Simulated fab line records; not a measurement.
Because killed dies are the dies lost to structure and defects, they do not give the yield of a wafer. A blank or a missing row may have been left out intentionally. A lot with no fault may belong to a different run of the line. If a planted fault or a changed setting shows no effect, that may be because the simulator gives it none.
Struck lot and sound lot, side by side + flow n5 finfet + 17 out of 1938 route steps
Sound: the wafers L964.1, L964.2, L964.4. Struck: wafer L955.2. (L955.3 of the same lot was not struck and is left out.) The cause comes at the end.
Each step with rows lists, per side, the tool, then ch with its chambers, then its first start. Under that, the readings that differ: sound wafers + struck wafers + difference of the means + sigmas: that difference in standard deviations of wafers without a fault.
alike: words and numbers the same on both sides, and readings whose means are apart by under 2 such deviations; not compared: readings that were withheld, readings missing a value for some wafer, numbers with overlapping values and no deviation given by the record, and bounds like >300 which may hide the same value.
A row with sigmas, a row that says differs or no value, or rows on one side alone: a step with any of these is where the two part. Numbers that don't overlap but have no deviation are shown without sigmas and don't part them. A reading that every wafer of one side lacks parts them only if that side has two wafers or more.

N5_BEOL_M0_SAQP_ETCH_49: etches SiO2 in CF4/O2, target depth 37 nm.
  sound on rie diel-02 ch 0,2,3, day 8 22:06; struck on rie diel-02 ch 3, day 6 18:19
  alike: drypump motor current A, oes product au, rf vpp V, showerhead plenum p Torr, throttle valve pct
  not compared: rf hours counter h
N5_BEOL_M0_SAQP_STRIP_75: strips in CF4.
  sound on rie diel-02 ch 0,2,3, day 8 22:12; struck on rie diel-02 ch 3, day 6 18:25
  alike: drypump motor current A, oes product au, rf vpp V, showerhead plenum p Torr, throttle valve pct
  not compared: rf hours counter h
then, 7 steps without rows for these wafers: N5_BEOL_M0_CUTY_COAT_50 (time 60 s, resist thk 15 nm); N5_BEOL_M0_CUTY_COAT_51 (resist thk 150 nm); N5_BEOL_M0_CUTY_EBR_52; N5_BEOL_M0_CUTY_SOFTBAKE_53 (time 60 s); N5_BEOL_M0_CUTY_EXPOSE_54 (exposes mask M0 ABLK); N5_BEOL_M0_CUTY_PEB_55 (peb time 60 s); N5_BEOL_M0_CUTY_DEVELOP_56 (develop time 30 s).
N5_BEOL_M0_CUTY_CD_MEAS_57 targets a cd of 200 nm.
  sound on cd sem-01 ch 0, day 8 22:28; struck on cd sem-01 ch 0, day 6 18:41
| reading    | sound             | struck | difference | sigmas |
|------------|-------------------|--------|------------|--------|
| cd nm (nm) | 198.5 197.6 198.1 | 200.6  | +2.5       | +3     |
N5_BEOL_M0_CUTY_OVL_MEAS_58:
  sound on overlay-02 ch 0, day 8 22:30; struck on overlay-01 ch 0, day 6 18:43
  alike: M0_ABLK_OVL
N5_BEOL_M0_CUTY_INSPECT_59: inspects for defects (macro).
  sound: defect inspect-01 at day 8 22:31; struck: defect inspect-01 at day 6 18:44
  alike: raw defect count
N5_BEOL_M0_CUTY_DESCUM_61: chemistry O2, time 7.9 s.
  sound on rie diel-03 ch 1,2,3, day 8 22:34; struck on rie diel-06 ch 0, day 6 18:52
| reading                                                 | sound           | struck | difference | sigmas |
|---------------------------------------------------------|-----------------|--------|------------|--------|
| model.CAR-ArF-block_of_BEOL_M0_CUTY_COAT_51.thk nm (nm) | 144 143.2 143.4 | 141.8  | -1.7       |        |
  alike: drypump motor current A, oes product au, rf vpp V, showerhead plenum p Torr, throttle valve pct
  not compared: rf hours counter h
N5_BEOL_M0_CUTY_ETCH_62: etches SiARC in CF4, time 58.5 s.
  sound on rie diel-03 ch 1,2,3, day 8 22:35; struck on rie diel-06 ch 0, day 6 18:54
| reading                                                 | sound           | struck | difference | sigmas |
|---------------------------------------------------------|-----------------|--------|------------|--------|
| model.CAR-ArF-block_of_BEOL_M0_CUTY_COAT_51.thk nm (nm) | 118.8 118 118.4 | 116.8  | -1.6       |        |
  alike: drypump motor current A, etch rf on time s, oes product au, rf vpp V, showerhead plenum p Torr, throttle valve pct
  not compared: rf hours counter h
N5_BEOL_M0_CUTY_ETCH_63: etches SOC in N2/H2, target depth 82.7 nm, overetch 16.5 nm, time 124 s.
  sound on rie diel-03 ch 1,2,3, day 8 22:38; struck on rie diel-06 ch 0, day 6 18:57
  alike: drypump motor current A, oes product au, rf vpp V, showerhead plenum p Torr, throttle valve pct
  not compared: rf hours counter h
-- record jumps: 3 days separate the struck wafers' starts on either side; left off in module BEOL_M0_CUTY, taken up again in module BEOL_M4, whose first shown step is the route's number 1111 --
N5_BEOL_M4_RC_MEAS_101:
  sound on prober-01 ch 0, day 11 11:56; struck on prober-01 ch 0, day 9 17:14
| reading       | sound          | struck | difference | sigmas |
|---------------|----------------|--------|------------|--------|
| ION_P (uA/um) | 457 459 456    | 477    | +20        | +2     |
| VT_P (mV)     | -253 -252 -251 | -245   | +7         | +2     |
  alike: DIBL_N, DIBL_P, IOFF_N, IOFF_P, ION_N, SS_N, SS_P, VT_N
N5_PASSIVATION_PROBE_49:
  sound wafers here have rows in the record (prober-01, day 15 22:19); struck ones have none

## WHERE THEY PART
Earliest at N5_BEOL_M0_CUTY_CD_MEAS_57; latest, in this record, at N5_PASSIVATION_PROBE_49.

WHY: whatever the simulator had introduced
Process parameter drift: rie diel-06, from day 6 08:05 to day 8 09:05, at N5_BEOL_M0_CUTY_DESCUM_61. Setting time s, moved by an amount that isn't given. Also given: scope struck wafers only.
